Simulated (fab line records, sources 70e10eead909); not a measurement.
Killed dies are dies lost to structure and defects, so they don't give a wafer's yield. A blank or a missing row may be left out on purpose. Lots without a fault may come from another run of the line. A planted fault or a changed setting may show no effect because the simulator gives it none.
One fault seen from 2 desks | flow nand_harc | each desk has only its own numbers; what lay behind them comes last

THE METROLOGY DESK
What the gauges read, lot by lot, whatever tool the lot ran on: means of the sampled wafers that have a number. A lot is out of limits, marked OUT, if its mean lies more than 4 standard deviations from the usual mean; the brackets give that distance.
Columns: A = overlay_x_nm at NHARC_HYBRID_BOND_OVL_MEAS_05, usual 1 nm; B = overlay_y_nm at NHARC_HYBRID_BOND_OVL_MEAS_05, usual 3 nm; C = thk_nm at NHARC_THIN_TSV_THK_MEAS_02, usual 2997 nm; D = cd_nm at NHARC_THIN_TSV_CD_MEAS_12, usual 999.4 nm; E = cd_nm at NHARC_THIN_TSV_CD_MEAS_16, usual 999.2 nm
lot  | first seen here | A   | B   | C    | D      | E
L359 | day 18 21:37    | -7  | -18 | 3045 | 1001.2 | 1001.3
L368 | day 21 02:25    | 14  | 13  | 2850 | 998.7  | 999.0
L370 | day 22 18:43    | 1   | -3  | 2873 | 1000.1 | 999.9
L377 | day 22 23:01    | -14 | 1   | 2920 | 999.1  | 998.8
L380 | day 24 02:35    | -6  | -12 | 2752 | 998.6  | 998.2
This desk's finding: nothing out of limits on any of the 5 lots.

THE DEFECT DESK
What the inspections along the route counted, lot by lot: means of the sampled wafers that have a number. A lot is out of limits, marked OUT, if its mean lies more than 4 standard deviations from the usual mean; the brackets give that distance.
Columns: A = raw_defect_count at NHARC_A_BONDPAD_INSPECT_23, usual 444; B = raw_defect_count at NHARC_HYBRID_BOND_INSPECT_06, usual 32
lot  | first seen here | A   | B
L359 | day 18 12:32    | 347 | 13
L368 | day 20 19:03    | 453 | 26
L370 | day 22 06:35    | 491 | 20
L377 | day 22 15:37    | 448 | 18
L380 | day 23 17:08    | 491 | 48
This desk's finding: nothing out of limits on any of the 5 lots.

PUT TOGETHER
The metrology desk saw nothing out of limits.
The defect desk saw nothing out of limits.

WHAT THE SIMULATOR HAD PUT IN
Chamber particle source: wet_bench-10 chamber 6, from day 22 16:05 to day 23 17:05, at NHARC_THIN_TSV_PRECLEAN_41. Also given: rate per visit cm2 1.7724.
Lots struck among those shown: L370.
